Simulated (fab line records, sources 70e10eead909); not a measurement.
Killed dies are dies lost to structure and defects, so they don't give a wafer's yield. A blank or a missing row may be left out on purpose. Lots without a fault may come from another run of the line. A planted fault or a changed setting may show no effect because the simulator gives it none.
A struck lot beside a sound one | flow nand_harc | 15 steps out of a route of 1159
Sound: wafers L896.2, L896.3, L896.6. Struck: wafers L898.1, L898.3, L898.4. The cause comes at the end.
At each step with rows: each side's tool, then ch and its chambers, then its first start. Under that, the readings that differ: sound wafers | struck wafers | difference of the means | sigmas: that difference in standard deviations of wafers without a fault.
alike: readings whose means differ by less than 2 such deviations, and words and numbers that are the same on both sides. not compared: withheld readings, readings that some wafer has no value for, bounds like >300 that may hide the same value, and numbers for which the record gives no deviation and whose values overlap.
The two part at a step that has a row with sigmas, a row that says differs or no value, or rows on one side only. Numbers that don't overlap but have no deviation are shown without sigmas and don't part them. A reading that every wafer of one side lacks parts them only if that side has two wafers or more.

first, 8 steps without rows for these wafers: NHARC_A_M1_HMDS_02 (time 30 s); NHARC_A_M1_COAT_34 (time 65 s); NHARC_A_M1_COAT_03 (resist thk 90 nm); NHARC_A_M1_SOFTBAKE_04 (time 55 s); NHARC_A_M1_EBR_05; NHARC_A_M1_EXPOSE_06 (exposes mask A M1, target cd 120 nm); NHARC_A_M1_PEB_07 (peb time 65 s); NHARC_A_M1_DEVELOP_08 (develop time 35 s).
NHARC_A_M1_CD_MEAS_09: target cd 120 nm.
  sound on cd_sem-02 ch 0, day 19 07:44; struck on cd_sem-03 ch 0, day 19 02:57
  alike: cd_nm
NHARC_A_M1_OVL_MEAS_10: pitch 240 nm.
  sound on overlay-02, day 19 07:49; struck on overlay-02, day 19 03:02
  alike: overlay_x_nm, overlay_y_nm
NHARC_A_M1_INSPECT_11:
  sound on defect_inspect-01, day 19 07:51; struck on defect_inspect-01, day 19 03:04
  alike: raw_defect_count
NHARC_A_M1_DESCUM_14: chemistry O2, time 3 s.
  sound on rie_diel-05 ch 1,2, day 19 07:55; struck on rie_diel-13 ch 0,2,3, day 19 03:08
  alike: drypump_motor_current_A, oes_product_au, rf_vpp_V, showerhead_plenum_p_Torr, throttle_valve_pct
  not compared: rf_hours_counter_h
NHARC_A_M1_ETCH_35: etches the open film in N2/H2, target depth 40 nm, overetch 12 nm, time 43.94 s.
  sound on rie_diel-05 ch 0,2,3, day 19 08:00; struck on rie_diel-13 ch 0,1,3, day 19 03:13
  no value came back on the struck wafers for any of 7 readings (bias_w (W), chamber_pressure_mTorr (mTorr) and others); on the sound wafers bias_w (W) reads 149.8 149.4 149.8
  not compared: rf_hours_counter_h
NHARC_A_M1_ETCH_15: etches the open film in C4F8/Ar, target depth 182.5 nm, time 91.2 s.
  sound on rie_diel-05 ch 1,2; struck on rie_diel-13 ch 0,1,2, day 19 03:19
  alike: bias_w, chamber_pressure_mTorr, oes_product_au, rf_vpp_V
  not compared: rf_hours_counter_h
NHARC_END_SORT_01:
  sound on prober-02 ch 0, day 21 04:17; struck on prober-02 ch 0, day 20 19:32
  reading                  | sound          | struck         | difference | sigmas
  defect_limited_yield (%) | 93.8 94.5 94.7 | 0 0 0          | -94        | -59
  killed_at_array          | 35 33 33       | 673 674 677    | +641       | +58
  killed_at_other          | 5 2 3          | 1 0 0          | -3         | -3
  killed_dies              | 42 37 36       | 677 677 677    | +639       | +58
  sort_bin_2_pct (%)       | 1.6 1.6 1.5    | 97.9 97.6 97.3 | +96.0      | +99 or more
  sort_n_pass              | 635 640 641    | 0 0 0          | -639       | -58
  sort_rim_yield_pct (%)   | 95.3 94.3 94.3 | 0 0 0          | -95        | -39
  sort_yield_pct (%)       | 93.8 94.5 94.7 | 0 0 0          | -94        | -59
  alike: killed_at_periphery, killed_open, killed_short, sort_bin_3_pct, sort_bin_4_pct

WHERE THEY PART
First at NHARC_A_M1_ETCH_35; last, within this record, at NHARC_END_SORT_01.

WHY: what the simulator had put in
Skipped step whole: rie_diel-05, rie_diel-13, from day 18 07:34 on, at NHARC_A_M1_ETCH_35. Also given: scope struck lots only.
